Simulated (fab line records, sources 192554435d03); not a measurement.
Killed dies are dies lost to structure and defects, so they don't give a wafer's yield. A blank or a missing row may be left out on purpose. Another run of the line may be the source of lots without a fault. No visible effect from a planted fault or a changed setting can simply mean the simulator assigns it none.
Matching of chambers || flow n5_finfet || 3 sister chambers for N5_BEOL_M4_DEP_57 on pecvd-03
The step deposits SiCN from 3MS/NH3, target thk 8 nm, time 14 s. 20 wafers are shown with their chamber, then 10 later ones without.

## WAFERS, EACH WITH ITS CHAMBER
{"wafer": "L075.4", "chamber": 0, "throttle_valve_pct (%)": 9.8, "showerhead_plenum_p_Torr (Torr)": 3.668}
{"wafer": "L075.5", "chamber": 1, "throttle_valve_pct (%)": 9.3, "showerhead_plenum_p_Torr (Torr)": 3.652}
{"wafer": "L075.6", "chamber": 2, "throttle_valve_pct (%)": 8.9, "showerhead_plenum_p_Torr (Torr)": 3.658}
{"wafer": "L077.3", "chamber": 1, "throttle_valve_pct (%)": 9.1, "showerhead_plenum_p_Torr (Torr)": 3.637}
{"wafer": "L077.5", "chamber": 2, "throttle_valve_pct (%)": 8.8, "showerhead_plenum_p_Torr (Torr)": 3.681}
{"wafer": "L077.6", "chamber": 1, "throttle_valve_pct (%)": 9.4, "showerhead_plenum_p_Torr (Torr)": 3.645}
{"wafer": "L079.1", "chamber": 0, "throttle_valve_pct (%)": 9.9, "showerhead_plenum_p_Torr (Torr)": 3.683}
{"wafer": "L079.2", "chamber": 2, "throttle_valve_pct (%)": 8.8, "showerhead_plenum_p_Torr (Torr)": 3.668}
{"wafer": "L079.6", "chamber": 1, "throttle_valve_pct (%)": 9.2, "showerhead_plenum_p_Torr (Torr)": 3.649}
{"wafer": "L083.1", "chamber": 0, "throttle_valve_pct (%)": 9.8, "showerhead_plenum_p_Torr (Torr)": 3.683}
{"wafer": "L083.4", "chamber": 2, "throttle_valve_pct (%)": 8.9, "showerhead_plenum_p_Torr (Torr)": 3.667}
{"wafer": "L083.5", "chamber": 1, "throttle_valve_pct (%)": 9.3, "showerhead_plenum_p_Torr (Torr)": 3.639}
{"wafer": "L084.2", "chamber": 0, "throttle_valve_pct (%)": 9.6, "showerhead_plenum_p_Torr (Torr)": 3.684}
{"wafer": "L084.3", "chamber": 2, "throttle_valve_pct (%)": 8.9, "showerhead_plenum_p_Torr (Torr)": 3.658}
{"wafer": "L084.6", "chamber": 2, "throttle_valve_pct (%)": 8.9, "showerhead_plenum_p_Torr (Torr)": 3.673}
{"wafer": "L086.2", "chamber": 1, "throttle_valve_pct (%)": 9.2, "showerhead_plenum_p_Torr (Torr)": 3.655}
{"wafer": "L086.3", "chamber": 2, "throttle_valve_pct (%)": 8.8, "showerhead_plenum_p_Torr (Torr)": 3.660}
{"wafer": "L086.6", "chamber": 2, "throttle_valve_pct (%)": 9.1, "showerhead_plenum_p_Torr (Torr)": 3.671}
{"wafer": "L091.2", "chamber": 2, "throttle_valve_pct (%)": 9.2, "showerhead_plenum_p_Torr (Torr)": 3.673}
{"wafer": "L091.5", "chamber": 0, "throttle_valve_pct (%)": 9.9, "showerhead_plenum_p_Torr (Torr)": 3.675}

SIGNATURES (means of the wafers above)
{"reading": "throttle_valve_pct", "chamber 0": 9.800, "chamber 1": 9.250, "chamber 2": 8.922, "scatter within a chamber": 0.126}
{"reading": "showerhead_plenum_p_Torr", "chamber 0": 3.67860, "chamber 1": 3.64617, "chamber 2": 3.66767, "scatter within a chamber": 0.00744}
Rule: a wafer's distance from a chamber is the root of the sum, over the readings, of the square of ((its reading less the chamber's mean) divided by the reading's scatter). If the next closest chamber is less than 2 further off than the closest, the wafer can't be placed; otherwise it belongs to the closest. The scatter: take each reading less its chamber's mean, square it, sum over the shown wafers, divide by the number of wafers less the number of chambers, and take the root.

## WAFERS WHOSE CHAMBER IS MISSING
{"wafer": "L091.6", "throttle_valve_pct (%)": 8.8, "showerhead_plenum_p_Torr (Torr)": 3.663}
{"wafer": "L095.2", "throttle_valve_pct (%)": 9.2, "showerhead_plenum_p_Torr (Torr)": 3.660}
{"wafer": "L095.5", "throttle_valve_pct (%)": 9.2, "showerhead_plenum_p_Torr (Torr)": 3.637}
{"wafer": "L095.6", "throttle_valve_pct (%)": 9.9, "showerhead_plenum_p_Torr (Torr)": 3.679}
{"wafer": "L094.3", "throttle_valve_pct (%)": 9.4, "showerhead_plenum_p_Torr (Torr)": 3.653}
{"wafer": "L094.4", "throttle_valve_pct (%)": 9.1, "showerhead_plenum_p_Torr (Torr)": 3.673}
{"wafer": "L094.6", "throttle_valve_pct (%)": 9.3, "showerhead_plenum_p_Torr (Torr)": 3.643}
{"wafer": "L097.2", "throttle_valve_pct (%)": 10.0, "showerhead_plenum_p_Torr (Torr)": 3.685}
{"wafer": "L097.4", "throttle_valve_pct (%)": 10.0, "showerhead_plenum_p_Torr (Torr)": 3.679}
{"wafer": "L097.6", "throttle_valve_pct (%)": 9.0, "showerhead_plenum_p_Torr (Torr)": 3.670}

## WHICH CHAMBER EACH ONE RAN IN
{"wafer": "L091.6", "from the rows above": 2, "in truth": 2}
{"wafer": "L095.2", "from the rows above": "can't be placed: 1 or 2", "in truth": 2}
{"wafer": "L095.5", "from the rows above": 1, "in truth": 1}
{"wafer": "L095.6", "from the rows above": 0, "in truth": 0}
{"wafer": "L094.3", "from the rows above": 1, "in truth": 1}
{"wafer": "L094.4", "from the rows above": 2, "in truth": 2}
{"wafer": "L094.6", "from the rows above": 1, "in truth": 1}
{"wafer": "L097.2", "from the rows above": 0, "in truth": 0}
{"wafer": "L097.4", "from the rows above": 0, "in truth": 0}
{"wafer": "L097.6", "from the rows above": 2, "in truth": 2}
Correctly placed: 9 of 10. Unplaceable from these rows: 1, with the true chamber sitting among the candidates in 1. Placed wrongly: 0.
